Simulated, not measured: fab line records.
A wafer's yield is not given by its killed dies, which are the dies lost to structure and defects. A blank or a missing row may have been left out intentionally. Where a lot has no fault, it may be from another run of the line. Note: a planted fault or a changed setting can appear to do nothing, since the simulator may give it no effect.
Problem report, 8D (eight disciplines) form, completed by code :: flow nand_harc :: the parts of the form that need people (team, actions taken, sign-off) are left out

== 1. PROBLEM STATEMENT ==
Wafers without a fault read 120.1 nm, standard deviation 0.56; cd_nm at NHARC_P_GATE_CD_MEAS_26 reads a mean of 136.8 nm on 6 wafers belonging to 2 lots. Relative to the usual mean, that is a shift of +30 standard deviations.
The step: target cd 120 nm.
Earliest sighting: wafer L830.2 on cd_sem-01 at day 13 13:05. The record has a number at this step for 36 wafers belonging to 12 lots. Rule for "out" (also "out of limits"): further than 4 standard deviations from the usual mean. The other wafers with a number count as sound.

== 2. WHAT IT IS, AND WHAT IT ISN'T ==
question: which readings at this step
is: cd_nm
is not: -

question: which lots
is: L830, L831
is not: L810, L811, L812, L813, L816, L817, L820, L821, L823, L833

question: which wafers of those lots
is: all that have a number
is not: -

question: read on which gauges
is: cd_sem-01
is not: cd_sem-02, cd_sem-03

question: when
is: from day 13 13:05
is not: up to then (27 sound wafers); but 3 sound wafers of L833 came after

== 3. THE SUSPECTS, EACH WITH WHAT RULES IT OUT ==
Counting: any tool at a process step up to the reading is kept as a suspect provided that every lot that is out went through it and no sound lot did after the first of them.
- the gauge at NHARC_P_GATE_CD_MEAS_26 has been ruled out. All the wafers that are out were read on cd_sem-01, but those of them that NHARC_P_GATE_PEB_24 has rows for are out there too, on other tools.
- litho_track-06 at NHARC_P_GATE_PEB_24 (peb time 65 s): kept. All lots that are out passed through it, beginning with L830 at day 13 13:00, and no sound lot followed; its final sound lot before that point was L823 at day 10 11:32. On those wafers its own readings are out: heater_power_total_W, plate_temp_C.
The count leaves litho_track-06 at NHARC_P_GATE_PEB_24.

== 4. THE CAUSE (what the simulator had put in) ==
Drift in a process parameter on litho_track-06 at NHARC_P_GATE_PEB_24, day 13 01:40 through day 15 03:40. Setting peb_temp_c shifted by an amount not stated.
Only this tool survived the counting.

== 5. THE EFFECT CHAIN, in route order ==
One row per reading whose mean, taken over the struck wafers that have a number, lies over 3 standard deviations from the usual. Readings are gone through only where the record gives a usual standard deviation; hours: the median, over the lots, of the time from a lot's start at the first step in this table giving one to that lot's start at this step; sigmas: the change measured in usual standard deviations.
hours: 0
step: NHARC_P_GATE_PEB_24
reading: heater_power_total_W
usual: 156.6 W
on struck wafers: 147.6
change: -9.0
sigmas: -21

hours: 0
step: NHARC_P_GATE_PEB_24
reading: plate_temp_C
usual: 99.99 C
on struck wafers: 95.80
change: -4.19
sigmas: -30

hours: 0
step: NHARC_P_GATE_CD_MEAS_26
reading: cd_nm
usual: 120.1 nm
on struck wafers: 136.8
change: +16.7
sigmas: +30

hours: 463
step: NHARC_END_SORT_01
reading: killed_at_periphery
usual: 3.5
on struck wafers: 69.2
change: +65.7
sigmas: +30

hours: 463
step: NHARC_END_SORT_01
reading: killed_dies
usual: 62
on struck wafers: 124
change: +62
sigmas: +3.5
It contains these process steps:
- NHARC_P_GATE_PEB_24: peb time 65 s.

== 6. HOW IT WOULD HAVE BEEN CAUGHT EARLIER ==
The first out-of-limits reading at a measuring or inspecting step in this record came at day 13 13:05, 11 hours after the fault's start at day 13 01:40.
The tool's own readings at NHARC_P_GATE_PEB_24 were out on every struck wafer that the step has a row for (heater_power_total_W, plate_temp_C): an alarm limit on them would have fired on the first of those.
Of the lots that are out (2), L831 began NHARC_P_GATE_PEB_24 on litho_track-06 after day 13 13:05. A hold on the tool at that time would have spared it.
